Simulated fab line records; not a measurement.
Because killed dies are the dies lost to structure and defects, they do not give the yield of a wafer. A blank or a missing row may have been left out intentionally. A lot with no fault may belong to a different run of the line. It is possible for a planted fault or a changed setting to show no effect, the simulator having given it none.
Which tool did it?    flow nand harc    6 lots with 18 wafers sampled at 3 steps, on a route of 1302 steps

== WHAT EACH GAUGE READ, for each wafer ==
NHARC_END_SORT_01.
lot   measured      on         killed at periphery
L495  day 25 01:46  prober-02  6 3 3
L497  day 25 14:33  prober-01  3 1 0
L499  day 26 16:31  prober-02  6 1 2
L510  day 32 08:10  prober-02  4 4 5
L511  day 32 05:50  prober-01  4 2 3

== EACH LOT AND THE TOOL THAT RAN IT (in order: tool; ch and the chambers of the sampled wafers; start) ==
lot   NHARC_P_M0_PVD_21             NHARC_THIN_TSV_ETCHBACK_48
L495  pvd sputter-02, day 6 18:41   rie diel-07 ch 1,2, day 24 11:34
L497  pvd sputter-02, day 7 15:49   rie diel-10 ch 0,3, day 25 00:55
L499  pvd sputter-02, day 8 14:16   rie diel-07 ch 0,3, day 26 01:42
L508  pvd sputter-03, day 12 21:25  rie diel-07 ch 1,2, day 31 03:53
L510  pvd sputter-02, day 13 07:14  rie diel-07 ch 0,1,2, day 31 15:51
L511  pvd sputter-02, day 13 21:40  rie diel-05 ch 1,2, day 31 20:04
- NHARC_P_M0_PVD_21: deposits Cu, target thk 30 nm, time 20.49 s.
- NHARC_THIN_TSV_ETCHBACK_48: etches the open film in C4F8/Ar, target depth 1028.5 nm, time 405.17 s.

== THE ANSWER, worked out from the rows above alone ==
Rule: what is usual is taken from the lots themselves. Put in order of their means at a reading, lots are off if they are a third of the lots or fewer, leave a main group of 4 or more, and stand apart from it by a gap of 3 or more times the standard deviation of the main group's means; of several such gaps the widest counts. A main group whose means are all the same, to the digits that the tables above print for the reading, isn't used. Also off: a lot with no number at a reading for which 4 or more lots have one. All remaining lots with rows at the step are treated as sound.
No lot is off at any reading shown: from this, nothing can be told.

== WHAT HAD BEEN PUT IN BY THE SIMULATOR ==
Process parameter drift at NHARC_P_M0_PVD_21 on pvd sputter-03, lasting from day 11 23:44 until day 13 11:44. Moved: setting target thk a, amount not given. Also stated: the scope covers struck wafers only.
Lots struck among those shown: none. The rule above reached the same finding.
